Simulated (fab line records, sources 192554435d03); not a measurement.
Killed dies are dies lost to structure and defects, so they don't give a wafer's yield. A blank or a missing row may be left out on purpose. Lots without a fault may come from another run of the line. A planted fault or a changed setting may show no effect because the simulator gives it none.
fab line records | flow n5_finfet
record lots=7 wafers=18 last_day=19
route steps=1938 shown BEOL_M2@868 BEOL_M4@1111 PASSIVATION@1936
lots that met no fault: from a run of the same line without faults
start_h: hours from the record's first day to the start of the lot's first wafer shown | wait_h: hours since the lot's step before | " the same as in the row above | L1.1+2: a row that stands for several wafers | - no value, or no start given | * or withheld: withheld | < > ~ a bound
route shown NAME@n: a module of which the file shows steps, and the number in the route of the first | usual: mean/standard deviation of fault-free wafers | same: alike in all rows | chamber/n: place in a boat | sites: the reading at each site | _std_site: their standard deviation | _edge_site: outer sites' mean less inner sites' | radius_mm: how far each site lies from the wafer's centre | mask NAME#n: copy n | behind: the tool/chamber that last shaped the wafer | hold: why the lot was held/for how many hours/how that ended | device: the transistor (n, p or np) that didn't switch | end of line: the same wafers' tests at the end of the route | a step without rows: its recipe alone | killed: dies lost to structure and defects at the first sort, not the wafer's yield | map: a wafer's dies, x killed, . not, _ none there
set.NAME: the setting as run; set.NAME@STEP: as run at that earlier step | model.NAME: the simulator's own value behind a step, which no gauge read
lots at some steps of the route; a table a step, a row a wafer
services: from which hour (start_h, from the record's first day; less than 0 if before it) a tool's chamber was out of use, for how many hours, and why
## steps
# step N5_BEOL_M2_COAT_68
# recipe resist=SiARC temp_c=220 time_s=60 spin_rpm=1500 resist_thk_nm=12
# step N5_BEOL_M2_COAT_76
# recipe resist=underlayer temp_c=205 time_s=60 spin_rpm=1500 resist_thk_nm=5
# step N5_BEOL_M2_COAT_22
# recipe resist=CAR-EUV spin_rpm=1500 resist_thk_nm=30
# step N5_BEOL_M2_EBR_24
# recipe solvent=PGMEA ebr_width_mm=1.5
# step N5_BEOL_M2_SOFTBAKE_23
# recipe temp_c=110 time_s=60 resist=CAR-EUV
# step N5_BEOL_M2_EXPOSE_25
# recipe mask_id=V1 na=0.33 source_shape=quasar sigma_inner=0.2 sigma_outer=0.8 polarization=unpolarized defocus_nm=5 dose_mj=63
# step N5_BEOL_M2_PEB_26
# recipe peb_temp_c=100 peb_time_s=60 resist=CAR-EUV
# step N5_BEOL_M2_DEVELOP_27
# recipe develop_time_s=30 developer=TMAH resist=CAR-EUV rinse_liquid=surfactant_rinse dry=air_spin dev_temp_c=23
# step N5_BEOL_M2_CD_MEAS_28
# recipe target_cd_nm=26.2 landing_energy_ev=500 detector=se_inlens target_cd_y_nm=24.1 polarity=opening
# usual cd_nm=26.23/0.26
# same landing_energy_ev=500
# columns lot.wafer tool chamber start_h wait_h cd_nm
L285.1 cd_sem-03 0 133.90 - 26.58
L285.2 " 0 " " 26.27
L285.4 " 0 " " 26.23
L289.2 cd_sem-02 0 160.36 - 26.26
L289.5 " 0 " " 26.41
L289.6 " 0 " " 26.62
L300.2 cd_sem-03 0 223.96 - 26.59
L300.5 " 0 " " 26.29
L302.2 cd_sem-02 0 239.23 - 26.22
L302.3 " 0 " " 26.27
L299.2 cd_sem-03 0 242.16 - 26.23
L299.5 " 0 " " 26.19
L305.3 cd_sem-02 0 270.02 - 26.17
L305.4 " 0 " " 26.28
L305.6 " 0 " " 26.29
L308.2 cd_sem-01 0 285.37 - 26.29
L308.4 " 0 " " 25.85
L308.5 " 0 " " 26.55
# step N5_BEOL_M2_OVL_MEAS_29
# recipe points_per_wafer=522
# usual V1_OVL=-0.1/0.84
# same points_per_wafer=522
# columns lot.wafer tool chamber start_h wait_h V1_OVL[nm]
L285.1 overlay-01 0 133.93 0.0 1.5
L285.2 " 0 " " 0.7
L285.4 " 0 " " 0.9
L289.2 overlay-01 0 160.39 0.0 0.6
L289.5 " 0 " " 0.0
L289.6 " 0 " " 0.1
L300.2 overlay-01 0 224.00 0.0 -0.4
L300.5 " 0 " " 0.1
L302.2 overlay-01 0 239.27 0.0 0.4
L302.3 " 0 " " 0.3
L299.2 overlay-01 0 242.20 0.0 -0.5
L299.5 " 0 " " -0.5
L305.3 overlay-02 0 270.06 0.0 0.0
L305.4 " 0 " " 1.2
L305.6 " 0 " " -0.2
L308.2 overlay-01 0 285.40 0.0 1.5
L308.4 " 0 " " 2.0
L308.5 " 0 " " 1.5
# step N5_BEOL_M2_INSPECT_30
# recipe mode=adi inspect_instrument=brightfield
# usual raw_defect_count=459/97
# columns lot.wafer tool chamber start_h wait_h raw_defect_count
L285.1 defect_inspect-02 - 133.99 0.1 489
L285.2 " - " " 392
L285.4 " - " " 343
L289.2 defect_inspect-01 - 160.45 0.0 332
L289.5 " - " " 499
L289.6 " - " " 652
L300.2 defect_inspect-01 - 224.05 0.0 568
L300.5 " - " " 457
L302.2 defect_inspect-02 - 239.32 0.0 302
L302.3 " - " " 322
L299.2 defect_inspect-01 - 242.25 0.0 494
L299.5 " - " " 513
L305.3 defect_inspect-01 - 270.11 0.0 400
L305.4 " - " " 520
L305.6 " - " " 372
L308.2 defect_inspect-02 - 285.46 0.0 468
L308.4 " - " " 368
L308.5 " - " " 501
# step N5_BEOL_M2_DESCUM_33
# recipe chemistry=O2 time_s=7 source_power_w=50 bias_power_w=20 pressure_mtorr=20 rf_frequency_hz=2.712e+07 temp_c=40 resist=CAR-EUV o2_flow_sccm=225
# usual drypump_motor_current_A=5.7/0.45 oes_product_au=0.79/0.094 rf_vpp_V=243.5/1 showerhead_plenum_p_Torr=2.12/0.047 throttle_valve_pct=20.47/0.21
# columns lot.wafer tool chamber start_h wait_h drypump_motor_current_A oes_product_au rf_hours_counter_h rf_vpp_V showerhead_plenum_p_Torr throttle_valve_pct
L285.1 rie_diel-02 2 134.02 0.0 5.8 0.88 31 244.1 2.14 20.35
L285.2 " 0 " " 5.2 0.70 216 244.0 2.16 20.80
L285.4 " 3 " " 6.3 1.01 0 245.2 2.23 20.23
L289.2 rie_diel-05 0 160.67 0.2 6.2 0.73 164 243.7 2.11 20.79
L289.5 " 0 " " 6.3 0.73 - 242.0 2.11 20.78
L289.6 " 3 " " 5.3 0.90 - 245.8 2.13 20.18
L300.2 rie_diel-05 2 224.08 0.0 5.5 0.67 231 243.8 2.07 20.50
L300.5 " 3 " " 5.3 0.86 - 244.1 2.12 20.22
L302.2 rie_diel-05 3 239.53 0.2 5.3 0.87 48 243.1 2.12 20.22
L302.3 " 2 " " 5.5 0.67 237 242.1 2.07 20.50
L299.2 rie_diel-05 3 242.28 0.0 5.3 0.86 50 245.0 2.12 20.23
L299.5 " 2 " " 5.5 0.66 - 243.0 2.07 20.52
L305.3 rie_diel-06 1 270.40 0.3 5.7 0.82 66 242.1 2.10 20.04
L305.4 " 3 " " 5.8 0.71 205 242.3 2.09 20.64
L305.6 " 0 " " 5.8 0.85 - 244.0 2.11 20.42
L308.2 rie_diel-02 3 285.49 0.0 6.4 0.86 58 243.9 2.21 20.31
L308.4 " 3 " " 6.4 0.86 - 245.2 2.21 20.31
L308.5 " 2 " " 5.8 0.82 - 243.7 2.12 20.43
# step N5_BEOL_M2_ETCH_77
# recipe chemistry=N2/H2 target=underlayer target_depth_a=65 mask_material=CAR-EUV time_s=5.2 ion_energy_ev=200 pressure_mtorr=30 source_w=840 bias_w=150 n2_flow_sccm=200 h2_flow_sccm=200 ends=cleared
# usual drypump_motor_current_A=5.7/0.44 etch_rf_on_time_s=5.22/0.11 oes_product_au=0.67/0.079 rf_vpp_V=524.8/2 showerhead_plenum_p_Torr=2.57/0.057 throttle_valve_pct=17.85/0.19
# columns lot.wafer tool chamber start_h wait_h drypump_motor_current_A etch_rf_on_time_s oes_product_au rf_hours_counter_h rf_vpp_V showerhead_plenum_p_Torr throttle_valve_pct
L285.1 rie_diel-02 2 134.06 0.0 5.8 5.21 0.75 31 526.1 2.58 17.76
L285.2 " 0 " " 5.2 5.23 0.61 216 527.7 2.61 18.12
L285.4 " 3 " " 6.4 5.19 0.84 0 528.2 2.69 17.42
L289.2 rie_diel-05 0 160.71 0.0 6.3 5.28 0.60 164 521.3 2.53 17.98
L289.5 " 0 " " 6.2 5.31 0.61 - 525.0 2.53 18.03
L289.6 " 3 " " 5.3 5.09 0.76 - 524.7 2.61 17.83
L300.2 rie_diel-05 2 224.12 0.0 5.5 3.75 0.71 231 523.1 2.51 17.92
L300.5 " 3 " " 5.3 5.05 0.73 - 526.7 2.60 17.86
L302.2 rie_diel-05 3 239.56 0.0 5.3 3.55 0.91 48 529.0 2.60 17.88
L302.3 " 2 " " 5.5 3.72 0.71 237 525.0 2.51 17.94
L299.2 rie_diel-05 3 242.32 0.0 5.3 3.48 0.91 50 525.1 2.59 17.92
L299.5 " 2 " " 5.5 5.50 0.56 - 521.4 2.51 17.89
L305.3 rie_diel-06 1 270.44 0.0 5.7 5.23 0.70 66 523.7 2.60 17.80
L305.4 " 3 " " 5.8 5.22 0.61 205 521.7 2.50 17.83
L305.6 " 0 " " 5.8 5.22 0.71 - 523.2 2.56 17.89
L308.2 rie_diel-02 3 285.53 0.0 6.3 5.11 0.72 58 528.7 2.67 17.52
L308.4 " 3 " " 6.4 5.16 0.73 - 527.3 2.67 17.53
L308.5 " 2 " " 5.8 5.24 0.68 - 524.5 2.56 17.87
# step N5_BEOL_M2_ETCH_69
# recipe chemistry=CF4 target=SiARC target_depth_a=156 mask_material=CAR-EUV time_s=26 ion_energy_ev=80 pressure_mtorr=40 source_w=545 bias_w=36 Ar_flow_sccm=100 cf4_flow_sccm=100 ends=cleared
# usual drypump_motor_current_A=5.7/0.44 etch_rf_on_time_s=26.1/0.6 oes_product_au=0.67/0.081 rf_vpp_V=184.4/0.89 showerhead_plenum_p_Torr=2.16/0.048 throttle_valve_pct=15.64/0.18
# columns lot.wafer tool chamber start_h wait_h drypump_motor_current_A etch_rf_on_time_s oes_product_au rf_hours_counter_h rf_vpp_V showerhead_plenum_p_Torr throttle_valve_pct
L285.1 rie_diel-02 2 134.07 0.0 5.8 25.8 0.76 31 184.7 2.18 15.48
L285.2 " 0 " " 5.2 26.0 0.60 216 185.3 2.21 15.97
L285.4 " 3 " " 6.4 25.7 0.85 0 185.9 2.27 15.45
L289.2 rie_diel-05 0 160.72 0.0 6.2 26.2 0.61 164 184.2 2.13 15.78
L289.5 " 0 " " 6.2 26.4 0.62 - 182.6 2.13 15.77
L289.6 " 3 " " 5.3 24.8 0.78 - 184.7 2.17 15.31
L300.2 rie_diel-05 2 224.14 0.0 5.5 27.0 0.57 231 183.7 2.12 15.72
L300.5 " 3 " " 5.3 24.9 0.74 - 184.2 2.17 15.34
L302.2 rie_diel-05 3 239.58 0.0 5.3 25.2 0.74 49 185.9 2.16 15.37
L302.3 " 2 " " 5.5 27.2 0.57 237 183.1 2.12 15.75
L299.2 rie_diel-05 3 242.34 0.0 5.3 25.1 0.73 50 184.3 2.16 15.39
L299.5 " 2 " " 5.5 26.9 0.57 - 184.4 2.12 15.75
L305.3 rie_diel-06 1 270.45 0.0 5.8 25.7 0.70 66 185.5 2.18 15.45
L305.4 " 3 " " 5.8 25.9 0.61 205 183.0 2.11 15.72
L305.6 " 0 " " 5.8 26.2 0.72 - 183.8 2.17 15.55
L308.2 rie_diel-02 3 285.54 0.0 6.3 25.5 0.73 58 185.1 2.25 15.53
L308.4 " 3 " " 6.3 25.6 0.74 - 185.6 2.25 15.54
L308.5 " 2 " " 5.8 26.1 0.69 - 184.3 2.16 15.58
# step N5_BEOL_M4_RC_MEAS_101
# usual DIBL_N=36.0/1.6 DIBL_P=35.8/2 IOFF_N=0.152/0.03 IOFF_P=0.20/0.031 ION_N=670/12 ION_P=459/7.4 SS_N=71.5/0.56 SS_P=73.2/0.64 VT_N=251/3.5 VT_P=-252/3.3
# columns lot.wafer tool chamber start_h wait_h DIBL_N[mV/V] DIBL_P[mV/V] IOFF_N[nA/um] IOFF_P[nA/um] ION_N[uA/um] ION_P[uA/um] SS_N[mV/dec] SS_P[mV/dec] VT_N[mV] VT_P[mV]
L285.1 prober-02 0 199.73 0.0 34.3 33.1 0.119 0.18 647 450 70.8 73.2 255 -250
L285.2 " 0 " " 35.3 35.9 0.155 0.23 677 464 71.1 73.7 247 -246
L285.4 " 0 " " 37.4 37.9 0.198 0.26 691 466 71.9 74.3 244 -245
L289.2 prober-01 0 219.36 0.2 36.9 36.5 0.134 0.19 666 458 71.5 73.0 258 -251
L289.5 " 0 " " 37.1 37.2 0.147 0.20 666 459 71.7 73.5 255 -253
L289.6 " 0 " " 35.7 35.8 0.131 0.18 660 456 70.9 72.6 252 -253
L300.2 prober-02 0 284.50 0.2 37.6 37.2 0.168 0.21 667 453 72.0 74.2 252 -253
L300.5 " 0 " " 40.1 39.8 0.233 0.26 684 460 72.2 74.7 246 -249
L299.2 prober-01 0 285.14 0.2 35.5 37.5 0.190 0.24 694 472 71.2 72.9 244 -248
L299.5 " 0 " " 37.0 39.1 0.203 0.26 695 470 71.8 73.6 245 -246
L302.2 prober-02 0 292.00 0.2 35.6 32.7 0.127 0.16 656 443 71.8 73.0 254 -257
L302.3 " 0 " " 35.2 33.2 0.122 0.15 659 443 71.1 73.0 256 -258
L305.3 prober-02 0 329.27 0.3 34.8 33.4 0.128 0.20 659 464 71.4 73.2 252 -246
L305.4 " 0 " " 36.7 35.4 0.155 0.24 676 468 71.2 73.9 249 -246
L305.6 " 0 " " 36.1 34.2 0.141 0.21 667 461 71.7 73.1 251 -248
L308.2 prober-02 0 347.50 0.2 35.4 35.4 0.139 0.17 673 456 71.5 73.4 251 -254
L308.4 " 0 " " 36.3 36.9 0.164 0.20 669 458 72.8 73.4 249 -254
L308.5 " 0 " " 34.5 35.0 0.131 0.18 656 457 71.9 72.6 251 -253
# step N5_PASSIVATION_PROBE_49
# usual defect_limited_yield=91.6/1.4 killed_at_M0_to_M3=33/10 killed_at_M4_up=13/5.3 killed_at_contacts=13/5.9 killed_at_front_end=36/12 killed_at_other=4/3.1 killed_dies=99/16 killed_open=65/13 killed_short=32/7.3 sort_bin_5_function=4.9/0.9 sort_bin_6_memory=3.1/0.66 sort_bin_8_speed=0.0/0.42 sort_n_pass=1081/17 sort_yield_pct=91.6/1.4
# same gross_dies=1180 killed_at_back_side=0 sort_bin_4_leakage[%]=0
# columns lot.wafer tool chamber start_h wait_h defect_limited_yield[%] killed_at_M0_to_M3 killed_at_M4_up killed_at_contacts killed_at_front_end killed_at_other killed_dies killed_open killed_short sort_bin_5_function[%] sort_bin_6_memory[%] sort_bin_8_speed[%] sort_n_pass sort_yield_pct[%]
L285.1 prober-01 - 306.04 0.0 89.9 54 14 13 36 2 119 75 41 6.0 3.6 0.1 1060 89.8
L285.2 prober-01 - 306.09 0.1 93.5 32 12 6 27 0 77 45 30 4.0 2.5 0 1103 93.5
L285.4 prober-01 - 306.19 0.2 92.7 44 6 3 32 1 86 46 38 3.6 3.2 0 1094 92.7
L289.2 prober-01 - 331.56 0.1 90.3 46 18 10 36 5 115 76 38 4.7 4.2 0 1065 90.3
L289.5 prober-01 - 331.71 0.2 90.2 34 14 27 39 2 116 88 27 6.0 3.6 0 1064 90.2
L289.6 prober-01 - 331.76 0.3 91.7 32 22 10 30 4 98 61 35 4.7 3.0 0 1082 91.7
L300.2 prober-02 - 391.42 0.1 95.0 21 5 2 30 1 59 46 12 3.1 1.8 0 1121 95.0
L300.5 prober-02 - 391.57 0.2 91.4 31 8 19 39 4 101 57 39 4.7 3.3 0 1079 91.4
L302.2 prober-02 - 394.09 0.1 90.3 39 13 9 52 1 114 68 38 5.4 3.5 0 1066 90.3
L302.3 prober-02 - 394.14 0.1 90.3 26 15 21 49 3 114 82 32 5.7 3.6 0 1066 90.3
L299.2 prober-01 - 397.97 0.1 92.7 14 12 18 41 1 86 59 27 4.4 2.5 0 1094 92.7
L299.5 prober-01 - 398.12 0.2 92.5 22 13 17 34 3 89 63 24 4.2 3.1 0 1091 92.5
L305.3 prober-02 - 439.35 0.1 91.9 29 7 11 47 2 96 62 34 5.1 2.6 0 1084 91.9
L305.4 prober-02 - 439.40 0.2 86.4 44 11 16 87 2 160 109 45 8.1 4.9 0 1020 86.4
L305.6 prober-02 - 439.50 0.3 90.5 43 7 10 49 3 112 74 37 5.8 3.6 0 1068 90.5
L308.2 prober-01 - 447.81 0.1 91.6 50 12 12 20 5 99 67 28 5.4 2.4 0 1081 91.6
L308.4 prober-01 - 447.91 0.2 91.7 30 16 29 17 6 98 73 24 4.7 3.5 0 1082 91.7
L308.5 prober-01 - 447.96 0.2 93.0 29 17 16 17 4 83 68 15 4.3 2.7 0 1097 93.0
# killed by level:class
L285.1 BEOL_M0_SAQP:geometric_particle:short=17 BEOL_M0_SAQP:geometric_particle:open=11 MOL_CONTACT_COAG:geometric_particle:open=10 STI_FIN_REVEAL:geometric_particle:open=9 BEOL_M0:geometric_particle:open=8 BEOL_M2:geometric_particle:open=6 BEOL_M4:geometric_particle:open=6 DUMMY_GATE:geometric_particle:open=5
L285.2 BEOL_M0_SAQP:geometric_particle:short=11 BEOL_M0_SAQP:geometric_particle:open=8 STI_FIN_REVEAL:geometric_particle:open=6 DUMMY_GATE:geometric_particle:open=5 GATE_CUT:geometric_particle:short=4 BEOL_M4:geometric_particle:open=4 MOL_CONTACT_COAG:geometric_particle:open=3 BEOL_M0:geometric_particle:open=3
L285.4 BEOL_M0_SAQP:geometric_particle:open=14 BEOL_M0_SAQP:geometric_particle:short=13 STI_FIN_REVEAL:geometric_particle:open=7 STARTING-WAFER:geometric_particle:short=5 FIN_SAQP:geometric_particle:short=4 BEOL_M0:geometric_particle:short=4 BEOL_M0:geometric_particle:open=4 BEOL_M4:geometric_particle:open=4
L289.2 MOL_CONTACT_COAG:geometric_particle:open=9 BEOL_M2:geometric_particle:open=9 BEOL_M2:geometric_particle:short=8 FIN_SAQP:geometric_particle:open=7 FIN_SAQP:geometric_particle:short=6 BEOL_M1:geometric_particle:open=6 STI_FIN_REVEAL:geometric_particle:open=5 BEOL_M0_SAQP:geometric_particle:short=5
L289.5 MOL_CONTACT_COAG:geometric_particle:open=23 BEOL_M1:geometric_particle:open=11 STI_FIN_REVEAL:geometric_particle:open=10 DUMMY_GATE:geometric_particle:open=10 BEOL_M4:geometric_particle:open=8 BEOL_M2:geometric_particle:open=5 BEOL_M3:geometric_particle:open=5 ILD0:geometric_particle:open=4
L289.6 BEOL_M1:geometric_particle:open=11 STI_FIN_REVEAL:geometric_particle:open=9 MOL_CONTACT_COAG:geometric_particle:open=8 BEOL_M4:geometric_particle:open=7 BEOL_M4:geometric_particle:short=6 DUMMY_GATE:geometric_particle:open=6 BEOL_M0_SAQP:geometric_particle:short=4 BEOL_M3:geometric_particle:short=4
L300.2 STI_FIN_REVEAL:geometric_particle:open=12 FIN_SAQP:geometric_particle:open=6 BEOL_M1:geometric_particle:open=6 BEOL_M0_SAQP:geometric_particle:open=5 BEOL_M3:geometric_particle:open=4 FIN_SAQP:geometric_particle:short=3 BEOL_M2:geometric_particle:open=3 STARTING-WAFER:geometric_particle:open=3
L300.5 MOL_CONTACT_COAG:geometric_particle:open=13 STI_FIN_REVEAL:geometric_particle:open=11 BEOL_M1:geometric_particle:open=9 BEOL_M0_SAQP:geometric_particle:short=7 FIN_SAQP:geometric_particle:short=6 MOL_CONTACT_COAG:geometric_particle:short=6 BEOL_M0_SAQP:geometric_particle:open=6 BEOL_M3:geometric_particle:short=5
L302.2 FIN_SAQP:geometric_particle:open=17 BEOL_M0_SAQP:geometric_particle:short=12 BEOL_M0_SAQP:geometric_particle:open=12 STI_FIN_REVEAL:geometric_particle:open=10 MOL_CONTACT_COAG:geometric_particle:open=8 BEOL_M1:geometric_particle:short=8 BEOL_M1:geometric_particle:open=7 HKMG_FIN:area_etch=7
L302.3 STI_FIN_REVEAL:geometric_particle:open=17 MOL_CONTACT_COAG:geometric_particle:open=15 FIN_SAQP:geometric_particle:open=14 BEOL_M0_SAQP:geometric_particle:open=9 MOL_CONTACT_COAG:geometric_particle:short=6 BEOL_M4:geometric_particle:open=6 STI_FIN_REVEAL:geometric_particle:short=5 BEOL_M0_SAQP:geometric_particle:short=5
L299.2 MOL_CONTACT_COAG:geometric_particle:open=13 DUMMY_GATE:geometric_particle:open=8 STI_FIN_REVEAL:geometric_particle:open=7 BEOL_M1:geometric_particle:open=7 GATE_CUT:geometric_particle:short=6 FIN_SAQP:geometric_particle:open=5 MOL_CONTACT_COAG:geometric_particle:short=5 BEOL_M5:geometric_particle:open=5
L299.5 MOL_CONTACT_COAG:geometric_particle:open=15 STI_FIN_REVEAL:geometric_particle:open=7 DUMMY_GATE:geometric_particle:open=7 GATE_CUT:geometric_particle:short=5 BEOL_M0:geometric_particle:open=5 BEOL_M3:geometric_particle:open=5 BEOL_M4:geometric_particle:open=4 BEOL_M5:geometric_particle:open=4
L305.3 STI_FIN_REVEAL:geometric_particle:open=24 BEOL_M0_SAQP:geometric_particle:short=13 MOL_CONTACT_COAG:geometric_particle:open=11 FIN_SAQP:geometric_particle:short=7 FIN_SAQP:geometric_particle:open=4 STI_FIN_REVEAL:geometric_particle:short=4 BEOL_M0_SAQP:geometric_particle:open=4 BEOL_M0:geometric_particle:open=4
L305.4 STI_FIN_REVEAL:geometric_particle:open=35 FIN_SAQP:geometric_particle:short=11 MOL_CONTACT_COAG:geometric_particle:open=11 FIN_SAQP:geometric_particle:open=10 BEOL_M0_SAQP:geometric_particle:short=9 BEOL_M3:geometric_particle:open=8 BEOL_M0_SAQP:geometric_particle:open=8 BEOL_M5:geometric_particle:open=5
L305.6 STI_FIN_REVEAL:geometric_particle:open=17 BEOL_M0_SAQP:geometric_particle:short=13 FIN_SAQP:geometric_particle:open=12 BEOL_M0_SAQP:geometric_particle:open=12 FIN_SAQP:geometric_particle:short=10 MOL_CONTACT_COAG:geometric_particle:open=9 BEOL_M3:geometric_particle:open=7 BEOL_M1:geometric_particle:open=4
L308.2 MOL_CONTACT_COAG:geometric_particle:open=11 BEOL_M3:geometric_particle:open=11 BEOL_M0_SAQP:geometric_particle:short=9 BEOL_M1:geometric_particle:open=7 BEOL_M2:geometric_particle:open=7 FIN_SAQP:geometric_particle:open=6 BEOL_M0_SAQP:geometric_particle:open=5 GATE_CUT:geometric_particle:short=3
L308.4 MOL_CONTACT_COAG:geometric_particle:open=23 BEOL_M2:geometric_particle:open=10 BEOL_M4:geometric_particle:open=7 MOL_CONTACT_COAG:geometric_particle:short=6 BEOL_M3:geometric_particle:open=6 DUMMY_GATE:geometric_particle:open=5 DUMMY_GATE:geometric_particle:short=4 PASS1_CAP:geometric_particle:open=4
L308.5 MOL_CONTACT_COAG:geometric_particle:open=13 BEOL_M4:geometric_particle:open=10 BEOL_M0_SAQP:geometric_particle:open=8 STI_FIN_REVEAL:geometric_particle:open=6 BEOL_M3:geometric_particle:open=6 BEOL_M0_SAQP:geometric_particle:short=5 BEOL_M5:geometric_particle:open=5 GATE_CUT:geometric_particle:open=3
## services
# columns tool chamber start_h hours kind
rie_diel-02 3 114.42 - clean
rie_diel-02 3 114.42 - consumable_replace:focus_ring
rie_diel-02 3 114.42 - consumable_replace:showerhead
rie_diel-02 3 114.42 17.7 scheduled_down
rie_diel-02 3 114.42 17.7 vent_cycle
rie_diel-05 3 118.81 5.5 repair
rie_diel-02 0 153.84 5.9 repair
rie_diel-02 1 156.34 5.9 repair
rie_diel-02 0 190.66 4.0 repair
rie_diel-02 2 212.97 7.8 repair
rie_diel-02 0 233.99 1.9 repair
rie_diel-02 0 250.82 - clean
rie_diel-02 0 250.82 - consumable_replace:focus_ring
rie_diel-02 0 250.82 18.0 scheduled_down
rie_diel-02 0 250.82 18.0 vent_cycle
rie_diel-02 1 269.00 - clean
rie_diel-02 1 269.00 - consumable_replace:focus_ring
rie_diel-02 1 269.00 33.2 scheduled_down
rie_diel-02 1 269.00 33.2 vent_cycle
rie_diel-02 2 274.60 2.7 repair
rie_diel-05 2 276.14 - clean
rie_diel-05 2 276.14 - consumable_replace:focus_ring
rie_diel-05 2 276.14 16.3 scheduled_down
rie_diel-05 2 276.14 16.3 vent_cycle
## key
first_sign step=N5_BEOL_M2_ETCH_77 reading=etch_rf_on_time_s direction=down sigmas=14 usual=* struck=*
effect step=N5_BEOL_M2_ETCH_77 reading=oes_product_au direction=up sigmas=1.8 usual=0.67 struck=0.81 wafers_moved=2
met_at N5_BEOL_M2_ETCH_77
struck_wafers L299.2,L300.2,L302.2,L302.3
onset_between 160.71 224.12
fault kind=process_parameter_drift tool=rie_diel-05 chamber=- onset_h=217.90 steps=N5_BEOL_M2_ETCH_77 channel=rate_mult offset=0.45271 shape=step end_h=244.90 scope=struck_wafers_only
